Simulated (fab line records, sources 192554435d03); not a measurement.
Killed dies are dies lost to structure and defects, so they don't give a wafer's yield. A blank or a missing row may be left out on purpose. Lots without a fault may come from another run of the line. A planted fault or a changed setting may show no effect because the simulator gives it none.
Split-lot experiment | flow n5_finfet | 7 lots, 21 wafers read, on a route of 1938 steps

THE SPLIT
At N5_HKMG_FIN_ETCH_58 (etches SOC in N2/H2, target depth 215.8 nm, time 741 s), the setting source_w was moved away from the recipe's 875 W on 6 of the 21 wafers read, by -10.9% to -7.5%. The other wafers ran this setting at the recipe's value.

The reading is taken at the split's own step.

THE READING
HKMG_FIN.feature_depth_nm (the simulator's own value, which no gauge read), in nm, at N5_HKMG_FIN_ETCH_58 (etches SOC in N2/H2, target depth 215.8 nm, time 741 s). The file gives no usual value for it. The 15 wafers here that ran the recipe average 216.1 nm, standard deviation 5.1 nm.

wafer  | tool, chamber at the split | source_w as run, W | against the recipe | HKMG_FIN.feature_depth_nm, nm | against lot-mates on the recipe
L074.2 | rie_diel-01, 0             | 875                | recipe             | 207.2                         | -
L074.4 | rie_diel-01, 3             | 875                | recipe             | 222.6                         | -
L074.6 | rie_diel-01, 1             | 875                | recipe             | 215.4                         | -
L075.1 | rie_diel-02, 3             | 807.4              | -7.7%              | 197.2                         | -18.7
L075.3 | rie_diel-02, 1             | 875                | recipe             | 218                           | -
L075.6 | rie_diel-02, 3             | 875                | recipe             | 213.8                         | -
L077.3 | rie_diel-01, 3             | 875                | recipe             | 223.6                         | -
L077.4 | rie_diel-01, 2             | 780.5              | -10.8%             | 200.8                         | -22.8
L077.6 | rie_diel-01, 2             | 780.5              | -10.8%             | 201.8                         | -21.8
L082.1 | rie_diel-04, 1             | 809.6              | -7.5%              | 194                           | -22.5
L082.2 | rie_diel-04, 2             | 875                | recipe             | 214.6                         | -
L082.3 | rie_diel-04, 3             | 875                | recipe             | 218.4                         | -
L086.2 | rie_diel-04, 3             | 875                | recipe             | 219.8                         | -
L086.5 | rie_diel-04, 2             | 875                | recipe             | 213.2                         | -
L086.6 | rie_diel-04, 1             | 875                | recipe             | 208                           | -
L090.1 | rie_diel-04, 1             | 875                | recipe             | 208                           | -
L090.3 | rie_diel-04, 3             | 875                | recipe             | 219.6                         | -
L090.5 | rie_diel-04, 3             | 875                | recipe             | 220                           | -
L092.1 | rie_diel-02, 3             | 780                | -10.9%             | 192.6                         | -26.6
L092.4 | rie_diel-02, 1             | 875                | recipe             | 219.2                         | -
L092.5 | rie_diel-02, 0             | 780                | -10.9%             | 200                           | -19.2

THE FIT
A straight line over all 21 wafers: HKMG_FIN.feature_depth_nm changes by +1.79 nm for each +1% of source_w; r = +0.84; the points scatter about the line by 5.4 nm.
The same after taking each lot's own level away (the mean of its wafers on the recipe; 21 wafers): +2.19 nm for each +1%; r = +0.92; scatter 4.4 nm.
On that fit, the largest move of source_w shifts the reading by 24 nm.
The lots' own levels span 213.67 to 223.60 nm, that is 2.0 times the standard deviation above.
So the lot-to-lot level changes the slope: the two fits differ.
Check: with one of the wafers moved furthest among these (-10.9%) left out of the fit, the line predicts -23.3 nm for it against its lot-mates. It came out at -26.6 nm against them.

OTHER SPLITS ON THESE WAFERS
These wafers also went through other splits before the reading. Each is held against what the fit with the lots' levels taken away leaves over:
other split on the same wafers | wafers away from the commonest value | r with HKMG_FIN.feature_depth_nm (lot level and that fit taken away)
N5_HKMG_FIN_ETCH_54 source_w   | 6                                    | +0.20

THE WHOLE CHAIN: every reading that the file lists as answering this split, in the file's order
step                | what it does                                           | reading                                                                         | change (the file's fit)              | r (the file's)
N5_HKMG_FIN_ETCH_58 | etches SOC in N2/H2, target depth 215.8 nm, time 741 s | etch.depth_nm (the simulator's own value, which no gauge read)                  | +2.29 nm for each +1% of the setting | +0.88
N5_HKMG_FIN_ETCH_58 | etches SOC in N2/H2, target depth 215.8 nm, time 741 s | SOC_of_HKMG_FIN_COAT_41.thk_nm (the simulator's own value, which no gauge read) | -2.3 nm for each +1% of the setting  | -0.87
N5_HKMG_FIN_ETCH_58 | etches SOC in N2/H2, target depth 215.8 nm, time 741 s | HKMG_FIN.feature_depth_nm (the simulator's own value, which no gauge read)      | +2.29 nm for each +1% of the setting | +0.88

THE FILE'S OWN FIT
HKMG_FIN.feature_depth_nm changes by +2.29 nm for each +1% of source_w, r = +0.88.
